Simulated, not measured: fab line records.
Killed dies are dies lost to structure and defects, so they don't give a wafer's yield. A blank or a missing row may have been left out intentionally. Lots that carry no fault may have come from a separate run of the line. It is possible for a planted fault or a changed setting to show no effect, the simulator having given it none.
fab line records	flow n5_finfet
[record] lots = 24	wafers = 72	last_day = 18
route steps=1938 shown BEOL_M9@1415 BEOL_M10@1483 BEOL_M11@1537
lots with no fault: from the same line, run without faults
start_h: hours from the record's opening day to when the first of the lot's shown wafers began	wait_h: hours since the lot's step before	" unchanged from the row above	L1.1+2: several wafers, shown together as one row	- no value, or no start given	* or withheld: withheld	< > ~ a bound
route shown NAME@n: names a module that has steps shown in the file, with the first one's number in the route	usual: mean/standard deviation of fault-free wafers	same: alike in all rows	chamber/n: place in a boat	sites: per-site readings	_std_site: their standard deviation	_edge_site: outer sites' mean less inner sites'	radius_mm: how far each site lies from the wafer's centre	mask NAME#n: copy n	behind: the last tool/chamber to shape the wafer	hold: the reason the lot was held/the length of the hold in hours/how it ended	device: transistor that didn't switch, given as n, p or np	end of line: the tests these same wafers got at the end of their route	a step with no rows: only its recipe	killed: count of dies lost to structure and defects at first sort (not the wafer's yield)	map: a wafer's dies, marking killed ones x, the rest . and places with no die _
set.NAME: the setting the step ran with; set.NAME@STEP: the setting that earlier step ran with	model.NAME: the simulator's own value behind a step, which no gauge read
a sample of lots followed through the steps of the route, with each step as a table and each wafer as a row
services: a tool's chamber out of use, with start hour (start_h, from the record's first day; less than 0 if before it), hours out, and reason
[[steps]]
[step N5_BEOL_M9_OVL_MEAS_12]
[recipe] points_per_wafer = 44
[usual] M9_OVL = -0.4/0.85
lot.wafer	tool	chamber	start_h	wait_h	M9_OVL[nm]
L074.4	overlay-01	0	217.16	0.0	0.5
L074.5	"	0	"	"	0.0
L074.6	"	0	"	"	-0.1
L075.2	overlay-01	0	223.28	0.0	-0.4
L075.4	"	0	"	"	-0.4
L075.6	"	0	"	"	-1.2
L077.1	overlay-01	0	226.22	0.0	-0.2
L077.2	"	0	"	"	-0.1
L077.5	"	0	"	"	-1.9
L076.2	overlay-01	0	229.77	0.0	-0.7
L076.3	"	0	"	"	-1.6
L076.5	"	0	"	"	-1.3
L079.3	overlay-02	0	258.74	0.0	0.0
L079.4	"	0	"	"	0.1
L079.5	"	0	"	"	-0.6
L078.2	overlay-01	0	258.90	0.0	-0.9
L078.5	"	0	"	"	-1.6
L078.6	"	0	"	"	-0.5
L082.1	overlay-02	0	266.80	0.0	0.3
L082.3	"	0	"	"	-1.0
L082.5	"	0	"	"	-0.3
L080.2	overlay-01	0	269.41	0.0	-0.4
L080.5	"	0	"	"	-0.6
L080.6	"	0	"	"	-0.3
L081.2	overlay-02	0	269.66	0.0	-1.1
L081.4	"	0	"	"	-0.1
L081.5	"	0	"	"	-0.4
L085.1	overlay-01	0	277.65	0.0	-1.4
L085.2	"	0	"	"	-1.5
L085.6	"	0	"	"	-0.9
L083.1	overlay-01	0	281.84	0.0	-0.8
L083.3	"	0	"	"	-1.0
L083.4	"	0	"	"	0.4
L087.3	overlay-01	0	285.78	0.0	-0.7
L087.4	"	0	"	"	-0.9
L087.5	"	0	"	"	-0.9
L084.2	overlay-01	0	288.05	0.0	0.1
L084.4	"	0	"	"	1.2
L084.6	"	0	"	"	0.8
L086.3	overlay-02	0	288.22	0.0	-1.7
L086.4	"	0	"	"	-1.9
L086.5	"	0	"	"	0.2
L088.2	overlay-02	0	299.83	0.0	-0.4
L088.4	"	0	"	"	0.4
L088.5	"	0	"	"	-1.4
L089.2	overlay-01	0	303.46	0.0	-0.5
L089.3	"	0	"	"	0.3
L089.5	"	0	"	"	-0.6
L090.3	overlay-02	0	319.11	0.0	-0.6
L090.4	"	0	"	"	-0.3
L090.5	"	0	"	"	0.0
L092.1	overlay-02	0	329.25	0.0	-0.1
L092.2	"	0	"	"	-1.5
L092.3	"	0	"	"	0.4
L091.1	overlay-02	0	329.46	0.0	0.0
L091.2	"	0	"	"	1.3
L091.3	"	0	"	"	-0.5
L093.2	overlay-02	0	339.67	0.0	-0.9
L093.3	"	0	"	"	-0.8
L093.4	"	0	"	"	-0.7
L094.1	overlay-02	0	345.38	0.0	1.1
L094.5	"	0	"	"	0.4
L094.6	"	0	"	"	1.1
L097.2	overlay-01	0	355.08	0.0	-0.4
L097.4	"	0	"	"	-0.1
L097.5	"	0	"	"	0.3
L096.1	overlay-02	0	359.51	0.0	-2.6
L096.2	"	0	"	"	-1.2
L096.4	"	0	"	"	-1.4
L095.2	overlay-01	0	360.39	0.0	0.6
L095.3	"	0	"	"	-0.4
L095.4	"	0	"	"	0.1
[step N5_BEOL_M10_CD_MEAS_11]
[recipe] target_cd_nm = 64.1	landing_energy_ev = 500	detector = se_inlens	polarity = opening
[usual] cd_nm = 64.2/0.69
lot.wafer	tool	chamber	start_h	wait_h	cd_nm
L074.4	cd_sem-01	0	223.31	-	64.8
L074.5	"	0	"	"	65.2
L074.6	"	0	"	"	64.4
L075.2	cd_sem-01	0	230.05	-	63.3
L075.4	"	0	"	"	64.3
L075.6	"	0	"	"	63.8
L077.1	cd_sem-03	0	233.38	-	63.8
L077.2	"	0	"	"	63.7
L077.5	"	0	"	"	63.5
L076.2	cd_sem-01	0	237.38	-	65.1
L076.3	"	0	"	"	64.3
L076.5	"	0	"	"	64.5
L079.3	cd_sem-01	0	266.83	-	64.1
L079.4	"	0	"	"	64.7
L079.5	"	0	"	"	64.6
L078.2	cd_sem-01	0	267.13	-	63.2
L078.5	"	0	"	"	63.9
L078.6	"	0	"	"	64.4
L082.1	cd_sem-02	0	274.14	-	64.7
L082.3	"	0	"	"	64.9
L082.5	"	0	"	"	65.3
L080.2	cd_sem-03	0	275.99	-	62.9
L080.5	"	0	"	"	63.0
L080.6	"	0	"	"	63.3
L081.2	cd_sem-01	0	277.04	-	64.3
L081.4	"	0	"	"	64.1
L081.5	"	0	"	"	62.9
L085.1	cd_sem-02	0	285.23	-	64.4
L085.2	"	0	"	"	64.6
L085.6	"	0	"	"	65.0
L083.1	cd_sem-03	0	290.19	-	63.7
L083.3	"	0	"	"	63.3
L083.4	"	0	"	"	64.1
L087.3	cd_sem-03	0	294.13	-	64.0
L087.4	"	0	"	"	65.3
L087.5	"	0	"	"	65.1
L086.3	cd_sem-02	0	299.87	-	64.5
L086.4	"	0	"	"	65.0
L086.5	"	0	"	"	65.1
L084.2	cd_sem-02	0	300.03	-	64.2
L084.4	"	0	"	"	64.5
L084.6	"	0	"	"	64.3
L088.2	cd_sem-01	0	308.45	-	64.8
L088.4	"	0	"	"	65.0
L088.5	"	0	"	"	64.5
L089.2	cd_sem-01	0	310.92	-	64.7
L089.3	"	0	"	"	64.1
L089.5	"	0	"	"	63.9
L090.3	cd_sem-01	0	329.12	-	64.9
L090.4	"	0	"	"	64.8
L090.5	"	0	"	"	64.1
L092.1	cd_sem-02	0	336.18	-	64.4
L092.2	"	0	"	"	63.9
L092.3	"	0	"	"	63.5
L091.1	cd_sem-02	0	336.23	-	64.9
L091.2	"	0	"	"	64.8
L091.3	"	0	"	"	64.2
L093.2	cd_sem-02	0	345.66	-	64.6
L093.3	"	0	"	"	64.4
L093.4	"	0	"	"	64.2
L094.1	cd_sem-01	0	354.83	-	64.9
L094.5	"	0	"	"	64.1
L094.6	"	0	"	"	64.6
L097.2	cd_sem-02	0	365.12	-	64.7
L097.4	"	0	"	"	64.5
L097.5	"	0	"	"	63.9
L096.1	cd_sem-02	0	370.30	-	62.9
L096.2	"	0	"	"	62.9
L096.4	"	0	"	"	63.4
L095.2	cd_sem-01	0	370.46	-	62.8
L095.3	"	0	"	"	63.2
L095.4	"	0	"	"	63.1
[step N5_BEOL_M11_CURE_71]
[recipe] temp_c = 385	time_s = 240	ambient = He/Ar	material = SiCOH_lowk
[usual] lamp_power_pct = 52.31/0.049	wafer_temp_C_max = 386.6/0.58
[same] time_s = 240
lot.wafer	tool	chamber	start_h	wait_h	lamp_power_pct	wafer_temp_C_max
L074.4	uv_cure-03	1	228.44	0.3	52.30	387.1
L074.5	"	1	"	"	52.36	387.1
L074.6	"	1	"	"	52.29	386.8
L075.2	uv_cure-02	1	235.22	0.1	52.34	385.8
L075.4	"	1	"	"	52.29	386.2
L075.6	"	1	"	"	52.33	385.6
L077.1	uv_cure-03	0	239.53	0.0	52.34	386.5
L077.2	"	0	"	"	52.29	386.0
L077.5	"	0	"	"	52.21	386.0
L076.2	uv_cure-01	0	242.22	0.2	52.35	386.2
L076.3	"	0	"	"	52.33	386.1
L076.5	"	0	"	"	52.20	386.2
L079.3	uv_cure-01	1	272.46	0.4	52.29	386.2
L079.4	"	1	"	"	52.33	386.3
L079.5	"	1	"	"	52.36	386.2
L078.2	uv_cure-02	0	272.66	0.3	52.35	388.1
L078.5	"	0	"	"	52.32	386.9
L078.6	"	0	"	"	52.33	387.5
L082.1	uv_cure-01	1	278.66	0.0	52.28	386.9
L082.3	"	1	"	"	52.38	386.4
L082.5	"	1	"	"	52.28	386.4
L080.2	uv_cure-02	2	280.25	0.1	52.33	387.3
L080.5	"	2	"	"	52.27	387.1
L080.6	"	2	"	"	52.26	388.1
L081.2	uv_cure-03	2	282.95	0.2	52.27	386.7
L081.4	"	2	"	"	52.38	386.7
L081.5	"	2	"	"	52.37	386.8
L085.1	uv_cure-01	2	290.35	0.0	52.28	386.9
L085.2	"	2	"	"	52.35	386.8
L085.6	"	2	"	"	52.19	386.9
L083.1	uv_cure-01	2	295.61	0.0	52.35	387.0
L083.3	"	2	"	"	52.36	387.1
L083.4	"	2	"	"	52.35	387.1
L087.3	uv_cure-03	0	303.49	0.4	52.31	386.6
L087.4	"	0	"	"	52.32	386.2
L087.5	"	0	"	"	52.30	386.1
L086.3	uv_cure-02	1	307.06	0.3	52.25	386.5
L086.4	"	1	"	"	52.32	386.0
L086.5	"	1	"	"	52.28	386.0
L084.2	uv_cure-03	1	308.02	0.2	52.29	386.4
L084.4	"	1	"	"	52.32	386.7
L084.6	"	1	"	"	52.33	386.8
L088.2	uv_cure-01	2	314.12	0.3	52.31	387.0
L088.4	"	2	"	"	52.25	386.7
L088.5	"	2	"	"	52.32	387.0
L089.2	uv_cure-02	2	316.29	0.1	52.33	388.0
L089.3	"	2	"	"	52.38	386.7
L089.5	"	2	"	"	52.33	386.8
L090.3	uv_cure-02	0	336.68	0.2	52.39	387.6
L090.4	"	0	"	"	52.26	386.9
L090.5	"	0	"	"	52.30	388.2
L091.1	uv_cure-01	0	342.18	0.1	52.40	386.7
L091.2	"	0	"	"	52.27	386.3
L091.3	"	0	"	"	52.34	386.4
L092.1	uv_cure-01	2	343.14	0.1	52.36	386.6
L092.2	"	2	"	"	52.34	386.7
L092.3	"	2	"	"	52.35	387.4
L093.2	uv_cure-02	2	352.28	0.1	52.36	387.7
L093.3	"	2	"	"	52.31	387.1
L093.4	"	2	"	"	52.28	387.4
L094.1	uv_cure-03	2	362.26	0.0	52.28	386.0
L094.5	"	2	"	"	52.35	386.3
L094.6	"	2	"	"	52.31	387.2
L097.2	uv_cure-01	0	372.39	0.1	52.26	386.5
L097.4	"	0	"	"	52.33	386.5
L097.5	"	0	"	"	52.39	386.4
L096.1	uv_cure-02	1	375.60	0.0	52.34	385.9
L096.2	"	1	"	"	52.31	385.9
L096.4	"	1	"	"	52.33	385.8
L095.2	uv_cure-01	2	376.52	0.1	52.26	386.8
L095.3	"	2	"	"	52.26	386.4
L095.4	"	2	"	"	52.31	386.6
[step N5_BEOL_M11_STRIP_67]
[recipe] chemistry = CF4	resist = SiARC	power_w = 300	bias_power_w = 75	pressure_mtorr = 50	cf4_flow_sccm = 150	rf_frequency_hz = 6e+07
[usual] drypump_motor_current_A = 5.6/0.31	oes_product_au = 0.80/0.095	power_w = 299.9/0.84	rf_vpp_V = 271.1/1.4	showerhead_plenum_p_Torr = 1.79/0.051	throttle_valve_pct = 13.50/0.21
lot.wafer	tool	chamber	start_h	wait_h	drypump_motor_current_A	oes_product_au	power_w	rf_hours_counter_h	rf_vpp_V	showerhead_plenum_p_Torr	throttle_valve_pct
L074.4	rie_diel-04	0	230.40	0.0	5.6	0.99	299.5	1	271.4	1.84	13.24
L074.5	"	1	"	"	6.3	0.69	299.2	-	271.3	1.84	13.92
L074.6	"	2	"	"	6.2	0.85	298.4	-	269.5	1.74	13.00
L075.2	rie_diel-05	2	237.92	0.0	5.9	0.71	300.4	229	270.3	1.77	13.71
L075.4	"	1	"	"	5.3	0.74	300.7	161	270.8	1.79	13.38
L075.6	"	1	"	"	5.2	0.74	299.7	-	270.3	1.79	13.41
L077.1	rie_diel-04	2	241.46	0.0	6.2	0.85	298.9	46	270.3	1.74	13.03
L077.2	"	1	"	"	6.3	0.68	300.4	245	270.9	1.84	13.94
L077.5	"	1	"	"	6.3	0.68	298.7	-	271.8	1.84	13.94
L076.2	rie_diel-05	1	245.09	0.0	5.2	0.74	299.5	164	271.4	1.79	13.38
L076.3	"	0	"	"	5.4	0.87	299.2	43	271.5	1.90	13.44
L076.5	"	1	"	"	5.2	0.74	300.6	-	272.1	1.79	13.40
L079.3	rie_diel-04	2	274.94	0.0	6.2	0.83	299.7	58	270.0	1.74	13.05
L079.4	"	3	"	"	5.9	0.90	300.5	-	272.6	1.84	13.41
L079.5	"	2	"	"	6.2	0.83	298.9	-	270.5	1.74	13.05
L078.2	rie_diel-05	3	275.05	0.0	5.6	0.68	301.5	239	271.1	1.77	13.76
L078.5	"	2	"	"	5.8	0.70	299.1	-	270.7	1.76	13.72
L078.6	"	1	"	"	5.2	0.73	300.5	-	270.9	1.78	13.40
L082.1	rie_diel-04	0	280.21	0.0	5.6	0.92	299.3	18	271.0	1.83	13.27
L082.3	"	3	"	"	5.9	0.89	300.3	26	271.8	1.84	13.42
L082.5	"	3	"	"	5.9	0.89	300.1	-	272.7	1.84	13.40
L080.2	rie_diel-04	0	282.15	0.0	5.6	0.92	301.2	19	270.7	1.83	13.26
L080.5	"	0	"	"	5.7	0.92	300.7	-	271.8	1.83	13.27
L080.6	"	2	"	"	6.2	0.83	300.9	-	270.1	1.74	13.06
L081.2	rie_diel-01	0	285.23	0.0	5.3	0.80	300.4	97	271.6	1.81	13.55
L081.4	"	0	"	"	5.3	0.79	300.0	-	271.3	1.81	13.54
L081.5	"	3	"	"	5.6	0.71	300.0	-	269.4	1.72	13.56
L085.1	rie_diel-05	0	293.42	0.0	5.4	0.85	300.4	55	273.2	1.90	13.46
L085.2	"	3	"	"	5.6	0.67	300.2	245	271.5	1.76	13.79
L085.6	"	3	"	"	5.6	0.67	300.8	-	269.6	1.76	13.79
L083.1	rie_diel-01	1	299.97	0.0	5.5	0.72	300.5	209	270.4	1.79	13.71
L083.3	"	3	"	"	5.6	0.72	298.8	179	269.0	1.72	13.55
L083.4	"	0	"	"	5.3	0.78	298.6	102	270.1	1.80	13.55
L087.3	rie_diel-01	0	306.95	0.0	5.3	0.78	300.7	105	272.9	1.80	13.56
L087.4	"	1	"	"	5.5	0.71	299.9	212	270.6	1.78	13.74
L087.5	"	2	"	"	5.4	0.96	298.6	-	270.2	1.75	13.47
L086.3	rie_diel-04	3	309.14	0.0	5.9	0.87	298.7	36	270.8	1.84	13.43
L086.4	"	0	"	"	5.6	0.90	300.5	30	271.3	1.83	13.30
L086.5	"	3	"	"	5.9	0.88	299.2	-	271.5	1.84	13.45
L084.2	rie_diel-05	0	311.26	0.0	5.4	0.85	299.8	56	272.4	1.90	13.48
L084.4	"	3	"	"	5.6	0.67	298.2	245	271.3	1.76	13.78
L084.6	"	0	"	"	5.4	0.85	300.4	-	274.2	1.90	13.47
L088.2	rie_diel-01	2	315.92	0.0	5.3	0.94	300.3	8	269.5	1.75	13.48
L088.4	"	3	"	"	5.7	0.70	300.4	185	268.8	1.72	13.57
L088.5	"	2	"	"	5.4	0.94	299.7	-	271.6	1.75	13.47
L089.2	rie_diel-05	3	319.30	0.0	5.6	0.67	300.7	248	271.0	1.76	13.79
L089.3	"	1	"	"	5.2	0.72	299.5	183	271.6	1.78	13.43
L089.5	"	1	"	"	5.2	0.72	300.8	-	271.3	1.78	13.43
L090.3	rie_diel-01	3	340.13	0.0	5.7	0.70	300.6	194	268.7	1.71	13.58
L090.4	"	0	"	"	5.3	0.76	299.4	117	272.0	1.80	13.59
L090.5	"	1	"	"	5.5	0.70	299.0	-	272.2	1.78	13.75
L091.1	rie_diel-01	0	345.83	0.0	5.4	0.77	301.4	119	271.4	1.80	13.59
L091.2	"	1	"	"	5.5	0.71	300.4	227	270.6	1.78	13.75
L091.3	"	3	"	"	5.6	0.70	300.9	196	268.3	1.71	13.58
L092.1	rie_diel-05	0	345.92	0.0	5.4	0.84	300.8	69	274.0	1.89	13.51
L092.2	"	1	"	"	5.2	0.72	298.9	194	271.2	1.78	13.46
L092.3	"	3	"	"	5.6	0.66	299.1	259	271.1	1.76	13.82
L093.2	rie_diel-01	0	355.06	0.0	5.3	0.77	300.8	121	271.1	1.80	13.59
L093.3	"	3	"	"	5.7	0.69	299.0	198	269.1	1.71	13.59
L093.4	"	2	"	"	5.4	0.90	300.2	22	270.7	1.75	13.54
L094.1	rie_diel-05	1	365.66	0.0	5.2	0.72	301.0	200	271.9	1.78	13.48
L094.5	"	1	"	"	5.2	0.71	299.8	-	270.4	1.78	13.45
L094.6	"	2	"	"	5.9	0.92	299.7	-	270.1	1.76	13.21
L097.2	rie_diel-01	3	375.32	0.0	5.6	0.69	299.0	204	269.4	1.71	13.59
L097.4	"	0	"	"	5.3	0.76	299.4	127	271.3	1.80	13.61
L097.5	"	1	"	"	5.5	0.71	300.3	-	269.6	1.78	13.77
L096.1	rie_diel-01	1	378.83	0.0	5.5	0.70	298.7	237	270.5	1.78	13.77
L096.2	"	0	"	"	5.3	0.76	298.7	128	270.8	1.80	13.61
L096.4	"	3	"	"	5.6	0.70	299.4	205	270.0	1.71	13.60
L095.2	rie_diel-04	1	379.09	0.0	6.3	0.90	301.0	29	272.5	1.83	13.44
L095.3	"	3	"	"	5.9	0.84	301.4	57	273.3	1.83	13.48
L095.4	"	0	"	"	5.6	0.87	299.9	52	273.0	1.82	13.34
[step N5_BEOL_M11_ANNEAL_51]
[recipe] temp_c = 225	time_s = 90	ambient = N2
[usual] wafer_temp_C_max = 225.88/0.23
[same] time_s = 90
lot.wafer	tool	chamber	start_h	wait_h	wafer_temp_C_max
L074.4	rtp_anneal-01	0	234.35	0.2	225.92
L074.5	"	0	"	"	226.27
L074.6	"	0	"	"	226.22
L075.2	rtp_anneal-01	0	242.65	1.3	225.87
L075.4	"	0	"	"	225.87
L075.6	"	0	"	"	226.15
L077.1	rtp_anneal-02	0	246.14	0.6	225.78
L077.2	"	0	"	"	226.19
L077.5	"	0	"	"	225.93
L076.2	rtp_anneal-02	0	249.79	0.1	225.51
L076.3	"	0	"	"	225.86
L076.5	"	0	"	"	225.52
L079.3	rtp_anneal-01	0	278.67	0.1	225.89
L079.4	"	0	"	"	225.68
L079.5	"	0	"	"	226.02
L078.2	rtp_anneal-01	0	279.00	0.1	225.78
L078.5	"	0	"	"	225.64
L078.6	"	0	"	"	226.18
L082.1	rtp_anneal-01	0	284.29	0.1	225.72
L082.3	"	0	"	"	226.20
L082.5	"	0	"	"	226.01
L080.2	rtp_anneal-02	0	285.54	0.1	225.57
L080.5	"	0	"	"	226.22
L080.6	"	0	"	"	225.71
L081.2	rtp_anneal-02	0	292.03	0.1	225.66
L081.4	"	0	"	"	225.64
L081.5	"	0	"	"	226.00
L085.1	rtp_anneal-01	0	302.61	0.1	225.94
L085.2	"	0	"	"	226.13
L085.6	"	0	"	"	226.13
L083.1	rtp_anneal-02	0	305.66	0.1	225.85
L083.3	"	0	"	"	225.64
L083.4	"	0	"	"	225.71
L087.3	rtp_anneal-01	0	310.80	0.2	225.60
L087.4	"	0	"	"	225.34
L087.5	"	0	"	"	225.74
L086.3	rtp_anneal-02	0	314.19	0.1	225.58
L086.4	"	0	"	"	226.06
L086.5	"	0	"	"	225.47
L084.2	rtp_anneal-02	0	315.44	0.4	225.90
L084.4	"	0	"	"	225.93
L084.6	"	0	"	"	225.71
L088.2	rtp_anneal-02	0	320.33	0.1	225.85
L088.4	"	0	"	"	225.53
L088.5	"	0	"	"	225.64
L089.2	rtp_anneal-01	0	324.61	0.1	225.81
L089.3	"	0	"	"	225.75
L089.5	"	0	"	"	225.61
L090.3	rtp_anneal-01	0	345.35	0.5	225.73
L090.4	"	0	"	"	225.95
L090.5	"	0	"	"	225.96
L091.1	rtp_anneal-01	0	352.25	0.3	225.85
L091.2	"	0	"	"	225.82
L091.3	"	0	"	"	225.86
L092.1	rtp_anneal-01	0	352.52	0.5	225.89
L092.2	"	0	"	"	225.85
L092.3	"	0	"	"	225.71
L093.2	rtp_anneal-01	0	360.45	0.5	225.87
L093.3	"	0	"	"	225.82
L093.4	"	0	"	"	225.81
L094.1	rtp_anneal-02	0	371.28	0.1	225.67
L094.5	"	0	"	"	225.99
L094.6	"	0	"	"	225.77
L097.2	rtp_anneal-02	0	379.81	0.4	225.98
L097.4	"	0	"	"	225.98
L097.5	"	0	"	"	225.92
L095.2	rtp_anneal-01	0	383.16	0.1	225.86
L095.3	"	0	"	"	225.56
L095.4	"	0	"	"	226.00
L096.1	rtp_anneal-02	0	383.43	0.1	226.04
L096.2	"	0	"	"	225.88
L096.4	"	0	"	"	226.26
[step N5_BEOL_M11_DEP_56]
[recipe] material = SiCN	target_thk_a = 300	temp_c = withheld	precursor = 3MS/NH3	pressure_torr = 3	rf_w = 675	time_s = 10.5
[usual] showerhead_plenum_p_Torr = 4.159/0.018	throttle_valve_pct = 17.8/0.72
[same] time_s = 10.5
lot.wafer	tool	chamber	start_h	wait_h	showerhead_plenum_p_Torr	throttle_valve_pct
L074.4	pecvd-01	0	234.88	0.0	4.192	16.9
L074.5	"	1	"	"	4.167	18.5
L074.6	"	2	"	"	4.118	16.4
L075.2	pecvd-04	1	243.25	0.0	4.166	18.3
L075.4	"	0	"	"	4.153	18.2
L075.6	"	1	"	"	4.165	18.5
L077.1	pecvd-02	1	246.79	0.0	4.164	18.5
L077.2	"	0	"	"	4.166	17.8
L077.5	"	2	"	"	4.172	16.2
L076.2	pecvd-02	0	250.39	0.0	4.158	17.7
L076.3	"	2	"	"	4.154	16.3
L076.5	"	0	"	"	4.168	17.9
L079.3	pecvd-02	0	279.23	0.0	4.167	17.6
L079.4	"	0	"	"	4.161	17.8
L079.5	"	1	"	"	4.170	18.4
L078.2	pecvd-02	1	279.61	0.0	4.166	18.5
L078.5	"	1	"	"	4.162	18.5
L078.6	"	2	"	"	4.157	16.5
L082.1	pecvd-04	0	284.94	0.0	4.152	18.0
L082.3	"	1	"	"	4.177	18.3
L082.5	"	0	"	"	4.144	18.2
L080.2	pecvd-01	1	286.15	0.0	4.173	18.8
L080.5	"	2	"	"	4.112	16.4
L080.6	"	0	"	"	4.200	17.3
L081.2	pecvd-02	1	292.75	0.0	4.154	18.3
L081.4	"	2	"	"	4.169	16.4
L081.5	"	1	"	"	4.166	18.5
L085.1	pecvd-02	1	303.28	0.0	4.167	18.3
L085.2	"	0	"	"	4.165	17.9
L085.6	"	0	"	"	4.161	17.9
L083.1	pecvd-04	1	306.31	0.0	4.164	18.2
L083.3	"	2	"	"	4.141	17.7
L083.4	"	2	"	"	4.144	17.9
L087.3	pecvd-02	0	311.37	0.0	4.165	17.7
L087.4	"	1	"	"	4.162	18.2
L087.5	"	2	"	"	4.166	16.5
L086.3	pecvd-04	1	314.76	0.0	4.170	18.4
L086.4	"	0	"	"	4.146	18.0
L086.5	"	2	"	"	4.143	17.8
L084.2	pecvd-01	2	316.05	0.0	4.113	16.8
L084.4	"	0	"	"	4.195	17.2
L084.6	"	2	"	"	4.124	16.6
L088.2	pecvd-04	0	320.95	0.0	4.142	18.0
L088.4	"	0	"	"	4.149	18.0
L088.5	"	2	"	"	4.145	17.9
L089.2	pecvd-04	2	325.22	0.0	4.148	17.7
L089.3	"	1	"	"	4.168	18.5
L089.5	"	1	"	"	4.163	18.4
L090.3	pecvd-04	2	345.93	0.0	4.145	17.8
L090.4	"	1	"	"	4.178	18.3
L090.5	"	2	"	"	4.156	17.8
L091.1	pecvd-01	1	352.90	0.0	4.175	18.9
L091.2	"	0	"	"	4.189	17.0
L091.3	"	2	"	"	4.118	16.5
L092.1	pecvd-02	0	353.18	0.0	4.157	18.0
L092.2	"	1	"	"	4.169	18.6
L092.3	"	0	"	"	4.160	17.8
L093.2	pecvd-02	0	361.05	0.0	4.162	17.6
L093.3	"	2	"	"	4.165	16.6
L093.4	"	1	"	"	4.168	18.1
L094.1	pecvd-04	2	371.94	0.0	4.149	18.0
L094.5	"	0	"	"	4.145	18.4
L094.6	"	1	"	"	4.165	18.4
L097.2	pecvd-02	0	380.42	0.0	4.163	17.4
L097.4	"	2	"	"	4.163	16.8
L097.5	"	1	"	"	4.175	18.1
L095.2	pecvd-04	1	383.78	0.0	4.165	18.5
L095.3	"	0	"	"	4.136	18.1
L095.4	"	2	"	"	4.147	17.8
L096.1	pecvd-01	1	384.10	0.0	4.174	18.6
L096.2	"	2	"	"	4.121	16.8
L096.4	"	0	"	"	4.191	17.2
[[services]]
tool	chamber	start_h	hours	kind
pecvd-02	-	214.93	1.0	repair
pecvd-04	0	217.44	5.5	scheduled_down
rie_diel-01	3	226.04	5.8	repair
rie_diel-01	2	236.17	32.3	repair
rie_diel-01	-	236.82	0.8	repair
uv_cure-03	-	237.04	1.0	pm
rtp_anneal-01	-	243.40	3.5	pm
rie_diel-04	1	253.83	13.9	repair
pecvd-01	-	255.43	0.8	repair
uv_cure-02	-	259.58	1.0	pm
rie_diel-01	2	268.72	-	clean
rie_diel-01	2	268.72	-	consumable_replace:focus_ring
uv_cure-01	-	276.47	2.1	pm
rie_diel-01	1	279.30	8.4	repair
rie_diel-01	3	286.15	4.1	repair
rie_diel-04	3	287.19	4.6	repair
rie_diel-05	-	295.90	14.6	pm
pecvd-04	-	307.35	2.8	pm
uv_cure-01	-	318.51	0.3	repair
pecvd-01	-	330.04	1.3	repair
pecvd-02	1	340.19	2.1	scheduled_down
pecvd-02	2	350.54	5.5	scheduled_down
pecvd-02	2	365.59	2.1	scheduled_down
rie_diel-04	-	382.56	2.8	pm
[[key]]
fault none
